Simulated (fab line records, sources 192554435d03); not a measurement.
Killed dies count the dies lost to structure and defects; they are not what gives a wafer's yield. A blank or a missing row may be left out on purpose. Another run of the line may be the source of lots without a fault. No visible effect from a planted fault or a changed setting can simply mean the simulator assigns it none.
Which tool is to blame? / flow n5Finfet / 12 lots with 36 wafers sampled at 3 steps, on a route of 1938 steps

## WHAT THE GAUGES SHOWED, per wafer
N5_BEOL_M11_CD_MEAS_18: pitch 140 nm, target cd 70 nm.
lot=L670; measured=day 10 13:19; on=cdSem-03; cdNm (nm)=72.0 69.4 71.5
lot=L669; measured=day 10 16:02; on=cdSem-01; cdNm (nm)=70.4 70.0 69.0
lot=L671; measured=day 10 23:47; on=cdSem-01; cdNm (nm)=70.0 68.6 70.4
lot=L672; measured=day 11 04:49; on=cdSem-03; cdNm (nm)=69.4 70.3 69.9
lot=L673; measured=day 11 11:44; on=cdSem-03; cdNm (nm)=70.0 69.0 70.8
lot=L674; measured=day 11 17:28; on=cdSem-03; cdNm (nm)=70.3 70.5 70.2
lot=L676; measured=day 11 23:50; on=cdSem-01; cdNm (nm)=70.3 70.0 69.7
lot=L679; measured=day 12 19:29; on=cdSem-01; cdNm (nm)=69.7 69.4 69.8
lot=L682; measured=day 14 02:34; on=cdSem-03; cdNm (nm)=70.3 69.1 69.2
lot=L685; measured=day 14 10:54; on=cdSem-01; cdNm (nm)=68.3 69.7 70.5
lot=L690; measured=day 15 23:35; on=cdSem-03; cdNm (nm)=68.7 69.8 70.4
lot=L691; measured=day 16 02:27; on=cdSem-03; cdNm (nm)=70.3 70.1 68.6

## WHAT TOOL EACH LOT RAN ON (gives the tool, then ch and the chambers of the sampled wafers, and finally the start)
lot=L670; N5_BEOL_M11_CURE_71=uvCure-03 ch 0, day 10 11:48; N5_BEOL_M11_HM_DEP_02=pvdSputter-02, day 10 12:25
lot=L669; N5_BEOL_M11_CURE_71=uvCure-02 ch 2, day 10 14:23; N5_BEOL_M11_HM_DEP_02=pvdSputter-01, day 10 15:04
lot=L671; N5_BEOL_M11_CURE_71=uvCure-03 ch 2, day 10 21:53; N5_BEOL_M11_HM_DEP_02=pvdSputter-03, day 10 22:44
lot=L672; N5_BEOL_M11_CURE_71=uvCure-01 ch 1, day 11 02:35; N5_BEOL_M11_HM_DEP_02=pvdSputter-02, day 11 03:54
lot=L673; N5_BEOL_M11_CURE_71=uvCure-03 ch 2, day 11 09:35; N5_BEOL_M11_HM_DEP_02=pvdSputter-03, day 11 10:42
lot=L674; N5_BEOL_M11_CURE_71=uvCure-02 ch 1, day 11 15:09; N5_BEOL_M11_HM_DEP_02=pvdSputter-03, day 11 15:56
lot=L676; N5_BEOL_M11_CURE_71=uvCure-03 ch 2, day 11 21:17; N5_BEOL_M11_HM_DEP_02=pvdSputter-02, day 11 22:44
lot=L679; N5_BEOL_M11_CURE_71=uvCure-03 ch 0, day 12 17:47; N5_BEOL_M11_HM_DEP_02=pvdSputter-02, day 12 18:26
lot=L682; N5_BEOL_M11_CURE_71=uvCure-03 ch 1, day 13 20:13; N5_BEOL_M11_HM_DEP_02=pvdSputter-03, day 14 01:30
lot=L685; N5_BEOL_M11_CURE_71=uvCure-01 ch 2, day 14 06:25; N5_BEOL_M11_HM_DEP_02=pvdSputter-01, day 14 09:44
lot=L690; N5_BEOL_M11_CURE_71=uvCure-01 ch 0, day 15 20:43; N5_BEOL_M11_HM_DEP_02=pvdSputter-01, day 15 22:19
lot=L691; N5_BEOL_M11_CURE_71=uvCure-02 ch 1, day 15 23:34; N5_BEOL_M11_HM_DEP_02=pvdSputter-03, day 16 01:30
- N5_BEOL_M11_CURE_71: cures SiCOH lowk, time 240 s.
- N5_BEOL_M11_HM_DEP_02: deposits TiN, target thk 20 nm.

## WHAT THE TOOLS THEMSELVES READ (means of the sampled wafers that have a number; where no wafer has one, the mark that the record gives instead)
N5_BEOL_M11_CURE_71.
lot=L670; tool=uvCure-03; lampPowerPct (%)=52.29; wafer_temp_C_max=386.5
lot=L669; tool=uvCure-02; lampPowerPct (%)=52.32; wafer_temp_C_max=387.4
lot=L671; tool=uvCure-03; lampPowerPct (%)=52.36; wafer_temp_C_max=387.0
lot=L672; tool=uvCure-01; lampPowerPct (%)=52.31; wafer_temp_C_max=385.8
lot=L673; tool=uvCure-03; lampPowerPct (%)=52.33; wafer_temp_C_max=386.5
lot=L674; tool=uvCure-02; lampPowerPct (%)=52.23; wafer_temp_C_max=386.2
lot=L676; tool=uvCure-03; lampPowerPct (%)=52.34; wafer_temp_C_max=386.7
lot=L679; tool=uvCure-03; lampPowerPct (%)=52.33; wafer_temp_C_max=386.5
lot=L682; tool=uvCure-03; lampPowerPct (%)=52.34; wafer_temp_C_max=387.4
lot=L685; tool=uvCure-01; lampPowerPct (%)=52.33; wafer_temp_C_max=386.4
lot=L690; tool=uvCure-01; lampPowerPct (%)=52.31; wafer_temp_C_max=386.5
lot=L691; tool=uvCure-02; lampPowerPct (%)=52.27; wafer_temp_C_max=386.2

N5_BEOL_M11_HM_DEP_02.
lot=L670; tool=pvdSputter-02; substrateTempC (C)=25.02; throttleValvePct (%)=29.9
lot=L669; tool=pvdSputter-01; substrateTempC (C)=24.91; throttleValvePct (%)=29.8
lot=L671; tool=pvdSputter-03; substrateTempC (C)=25.03; throttleValvePct (%)=30.0
lot=L672; tool=pvdSputter-02; substrateTempC (C)=25.12; throttleValvePct (%)=29.5
lot=L673; tool=pvdSputter-03; substrateTempC (C)=24.92; throttleValvePct (%)=29.6
lot=L674; tool=pvdSputter-03; substrateTempC (C)=25.00; throttleValvePct (%)=29.1
lot=L676; tool=pvdSputter-02; substrateTempC (C)=24.98; throttleValvePct (%)=29.9
lot=L679; tool=pvdSputter-02; substrateTempC (C)=24.92; throttleValvePct (%)=29.9
lot=L682; tool=pvdSputter-03; substrateTempC (C)=24.98; throttleValvePct (%)=29.1
lot=L685; tool=pvdSputter-01; substrateTempC (C)=24.96; throttleValvePct (%)=30.1
lot=L690; tool=pvdSputter-01; substrateTempC (C)=25.08; throttleValvePct (%)=30.5
lot=L691; tool=pvdSputter-03; substrateTempC (C)=25.00; throttleValvePct (%)=29.4

## THE ANSWER, worked out from the rows above alone
Rule: the usual values come from the lots themselves. Put in order of their means at a reading, lots are off if they are a third of the lots or fewer, leave a main group of 4 or more, and stand apart from it by a gap of 3 or more times the standard deviation of the main group's means; of several such gaps the widest counts. A main group whose means are all the same, to the digits that the tables above print for the reading, isn't used. A lot without any number at a reading at which 4 lots or more have one is off too. All remaining lots with rows at the step are treated as sound. First the gauges in route order, then the tools' own readings, where a lot's mean is used as printed above. At the first step where some lot is off, the reading lying furthest off is the one used; lots without a number count as furthest.
Across all readings shown, no lot is off: no conclusion can be drawn from this.

## WHAT THE SIMULATOR HAD INSERTED
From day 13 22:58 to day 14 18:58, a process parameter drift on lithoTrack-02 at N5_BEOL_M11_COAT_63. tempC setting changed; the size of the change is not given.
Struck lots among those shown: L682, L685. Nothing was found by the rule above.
